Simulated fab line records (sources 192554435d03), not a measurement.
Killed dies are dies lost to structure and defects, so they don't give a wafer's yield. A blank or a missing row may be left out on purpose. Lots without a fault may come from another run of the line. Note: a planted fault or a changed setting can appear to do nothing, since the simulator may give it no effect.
Matching of chambers || flow n5 finfet || 4 sister chambers for N5_BEOL_M7_ETCH_62 on rie diel-02
The step etches SOC in N2/H2, target depth 110 nm, overetch 22 nm, time 165 s. 4 wafers are shown with their chamber, then 7 later ones without.

== WAFERS WITH THEIR CHAMBER ==
{"wafer": "L085.2", "chamber": 3, "showerhead plenum p Torr (Torr)": 2.61}
{"wafer": "L088.6", "chamber": 2, "showerhead plenum p Torr (Torr)": 2.44}
{"wafer": "L091.2", "chamber": 1, "showerhead plenum p Torr (Torr)": 2.48}
{"wafer": "L091.5", "chamber": 0, "showerhead plenum p Torr (Torr)": 2.35}

== WAFERS WITH NO CHAMBER GIVEN ==
{"wafer": "L091.6", "showerhead plenum p Torr (Torr)": 2.44}
{"wafer": "L095.2", "showerhead plenum p Torr (Torr)": 2.34}
{"wafer": "L095.5", "showerhead plenum p Torr (Torr)": 2.43}
{"wafer": "L095.6", "showerhead plenum p Torr (Torr)": 2.34}
{"wafer": "L094.3", "showerhead plenum p Torr (Torr)": 2.43}
{"wafer": "L094.4", "showerhead plenum p Torr (Torr)": 2.34}
{"wafer": "L094.6", "showerhead plenum p Torr (Torr)": 2.43}

== THE CHAMBER EACH PASSED THROUGH ==
{"wafer": "L091.6", "from the rows above": 2, "in truth": 2}
{"wafer": "L095.2", "from the rows above": 0, "in truth": 0}
{"wafer": "L095.5", "from the rows above": 2, "in truth": 2}
{"wafer": "L095.6", "from the rows above": 0, "in truth": 0}
{"wafer": "L094.3", "from the rows above": 2, "in truth": 2}
{"wafer": "L094.4", "from the rows above": 0, "in truth": 0}
{"wafer": "L094.6", "from the rows above": 2, "in truth": 2}
Correct placement for 7 of the 7. Can't be placed from these rows: 0. Wrongly placed: 0.
How it was worked out, from the rows above alone: a wafer's distance from a chamber is the root of the sum, over the readings, of the square of ((its reading less the chamber's mean) divided by the reading's scatter). If the next closest chamber is less than 2 further off than the closest, the wafer can't be placed; otherwise it belongs to the closest. For every chamber, the mean is computed from those of its wafers that are shown. The scatter: root of mean squared gap, hidden wafer to nearest shown wafer, with one shown wafer a chamber.
